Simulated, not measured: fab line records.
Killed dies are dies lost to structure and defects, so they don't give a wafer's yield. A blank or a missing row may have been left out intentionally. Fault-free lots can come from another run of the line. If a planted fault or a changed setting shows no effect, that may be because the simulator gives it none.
Which tool was responsible? | flow nand-harc | 24 lots, 72 wafers sampled, at 3 steps of a route of 1159

== WHAT EACH GAUGE READ, for each wafer ==
NHARC_P_M1_THK_MEAS_24: measures by xrf.
lot  | measured     | on            | thk-nm (nm)
L074 | day 5 16:47  | film-metro-01 | 156.7 158.0 158.8
L075 | day 6 02:32  | film-metro-01 | 158.0 158.3 158.8
L076 | day 6 23:04  | film-metro-02 | 155.8 154.4 155.4
L077 | day 7 00:04  | film-metro-02 | 155.9 157.1 155.2
L079 | day 7 01:08  | film-metro-01 | 155.7 155.0 156.4
L078 | day 7 08:07  | film-metro-02 | 157.7 157.3 158.3
L081 | day 7 22:05  | film-metro-02 | 155.6 158.7 155.4
L080 | day 7 22:14  | film-metro-02 | 155.9 154.7 155.6
L082 | day 8 08:52  | film-metro-01 | 157.5 160.3 159.8
L083 | day 8 14:44  | film-metro-02 | 157.6 157.3 159.6
L084 | day 8 20:14  | film-metro-01 | 159.5 153.7 158.1
L087 | day 10 01:14 | film-metro-02 | 155.6 160.1 157.7
L086 | day 10 01:35 | film-metro-02 | 157.8 154.3 157.1
L085 | day 10 02:13 | film-metro-02 | 158.7 154.5 157.4
L088 | day 10 03:15 | film-metro-01 | 158.2 155.9 156.2
L089 | day 10 06:22 | film-metro-02 | 156.9 155.2 158.1
L090 | day 10 09:34 | film-metro-01 | 156.8 158.4 156.4
L092 | day 10 12:12 | film-metro-02 | 153.5 159.2 156.8
L091 | day 10 13:19 | film-metro-02 | 156.9 157.1 157.7
L094 | day 10 19:19 | film-metro-02 | 157.5 155.4 155.1
L093 | day 10 19:49 | film-metro-02 | 155.1 154.1 156.8
L095 | day 11 12:40 | film-metro-01 | 158.9 156.9 160.2
L096 | day 11 13:12 | film-metro-02 | 159.5 154.4 159.7
L097 | day 11 22:23 | film-metro-02 | 156.0 156.0 157.4

== WHAT TOOL EACH LOT RAN ON (gives the tool, then ch and the chambers of the sampled wafers, and finally the start) ==
lot  | NHARC_P_M0_ANNEAL_30             | NHARC_P_M1_DEGAS_29
L074 | rtp-anneal-01 ch 0, day 5 11:57  | pvd-sputter-01, day 5 15:23
L075 | rtp-anneal-01 ch 0, day 5 21:44  | pvd-sputter-02, day 6 01:07
L076 | rtp-anneal-02 ch 0, day 6 18:22  | pvd-sputter-02, day 6 21:39
L077 | rtp-anneal-01 ch 0, day 6 18:44  | pvd-sputter-01, day 6 22:08
L079 | rtp-anneal-01 ch 0, day 6 20:29  | pvd-sputter-03, day 6 23:44
L078 | rtp-anneal-02 ch 0, day 7 03:19  | pvd-sputter-01, day 7 06:34
L081 | rtp-anneal-01 ch 0, day 7 16:30  | pvd-sputter-03, day 7 20:42
L080 | rtp-anneal-02 ch 0, day 7 17:01  | pvd-sputter-02, day 7 20:50
L082 | rtp-anneal-01 ch 0, day 8 04:02  | pvd-sputter-03, day 8 07:28
L083 | rtp-anneal-02 ch 0, day 8 09:53  | pvd-sputter-01, day 8 13:21
L084 | rtp-anneal-02 ch 0, day 8 15:26  | pvd-sputter-02, day 8 18:50
L087 | rtp-anneal-02 ch 0, day 9 20:25  | pvd-sputter-03, day 9 23:50
L086 | rtp-anneal-01 ch 0, day 9 20:47  | pvd-sputter-03, day 10 00:11
L085 | rtp-anneal-01 ch 0, day 9 21:08  | pvd-sputter-01, day 10 00:32
L088 | rtp-anneal-02 ch 0, day 9 22:24  | pvd-sputter-03, day 10 01:49
L089 | rtp-anneal-02 ch 0, day 10 01:21 | pvd-sputter-01, day 10 04:54
L090 | rtp-anneal-02 ch 0, day 10 04:39 | pvd-sputter-02, day 10 08:06
L092 | rtp-anneal-02 ch 0, day 10 07:23 | pvd-sputter-02, day 10 10:49
L091 | rtp-anneal-02 ch 0, day 10 08:34 | pvd-sputter-03, day 10 11:45
L094 | rtp-anneal-02 ch 0, day 10 14:28 | pvd-sputter-02, day 10 17:53
L093 | rtp-anneal-01 ch 0, day 10 14:45 | pvd-sputter-02, day 10 18:13
L095 | rtp-anneal-02 ch 0, day 11 07:56 | pvd-sputter-03, day 11 11:16
L096 | rtp-anneal-01 ch 0, day 11 08:25 | pvd-sputter-02, day 11 11:48
L097 | rtp-anneal-02 ch 0, day 11 17:37 | pvd-sputter-03, day 11 20:59
- NHARC_P_M0_ANNEAL_30: time 90 s.
- NHARC_P_M1_DEGAS_29: time 60 s.

== AS READ BY THE TOOLS THEMSELVES (means over the sampled wafers that have a number; for cases with no such wafer, the mark the record gives instead) ==
NHARC_P_M0_ANNEAL_30.
lot  | tool          | wafer_temp_C_max
L074 | rtp-anneal-01 | 226.0
L075 | rtp-anneal-01 | 226.2
L076 | rtp-anneal-02 | 225.8
L077 | rtp-anneal-01 | 226.4
L079 | rtp-anneal-01 | 226.1
L078 | rtp-anneal-02 | 225.7
L081 | rtp-anneal-01 | 226.4
L080 | rtp-anneal-02 | 225.5
L082 | rtp-anneal-01 | 226.3
L083 | rtp-anneal-02 | 225.7
L084 | rtp-anneal-02 | 225.8
L087 | rtp-anneal-02 | 225.8
L086 | rtp-anneal-01 | 226.0
L085 | rtp-anneal-01 | 226.4
L088 | rtp-anneal-02 | 225.8
L089 | rtp-anneal-02 | 225.6
L090 | rtp-anneal-02 | 225.9
L092 | rtp-anneal-02 | 225.8
L091 | rtp-anneal-02 | 225.9
L094 | rtp-anneal-02 | 225.8
L093 | rtp-anneal-01 | 226.4
L095 | rtp-anneal-02 | 225.5
L096 | rtp-anneal-01 | 226.2
L097 | rtp-anneal-02 | 225.5

NHARC_P_M1_DEGAS_29.
lot  | tool           | heater-power-w (W)
L074 | pvd-sputter-01 | 364
L075 | pvd-sputter-02 | 325
L076 | pvd-sputter-02 | 322
L077 | pvd-sputter-01 | 328
L079 | pvd-sputter-03 | 312
L078 | pvd-sputter-01 | 349
L081 | pvd-sputter-03 | 303
L080 | pvd-sputter-02 | 364
L082 | pvd-sputter-03 | 331
L083 | pvd-sputter-01 | 325
L084 | pvd-sputter-02 | 310
L087 | pvd-sputter-03 | 335
L086 | pvd-sputter-03 | 310
L085 | pvd-sputter-01 | 336
L088 | pvd-sputter-03 | 308
L089 | pvd-sputter-01 | 305
L090 | pvd-sputter-02 | 322
L092 | pvd-sputter-02 | 357
L091 | pvd-sputter-03 | 334
L094 | pvd-sputter-02 | 321
L093 | pvd-sputter-02 | 355
L095 | pvd-sputter-03 | 283
L096 | pvd-sputter-02 | 360
L097 | pvd-sputter-03 | 328

== THE ANSWER, worked out from the rows above alone ==
Rule: the usual values come from the lots themselves. Put in order of their means at a reading, lots are off if they are a third of the lots or fewer, leave a main group of 4 or more, and stand apart from it by a gap of 3 or more times the standard deviation of the main group's means; of several such gaps the widest counts. Not used: any main group whose means are identical at the precision the tables above print for the reading. Also off: a lot with no number at a reading for which 4 or more lots have one. Any other lot the step has rows for is counted as sound. First the gauges in route order, then the tools' own readings, where a lot's mean is used as printed above. At the first step where some lot is off, the reading lying furthest off is the one used; lots without a number count as furthest.
Across all readings shown, no lot is off: no conclusion can be drawn from this.

== WHAT THE SIMULATOR PUT IN ==
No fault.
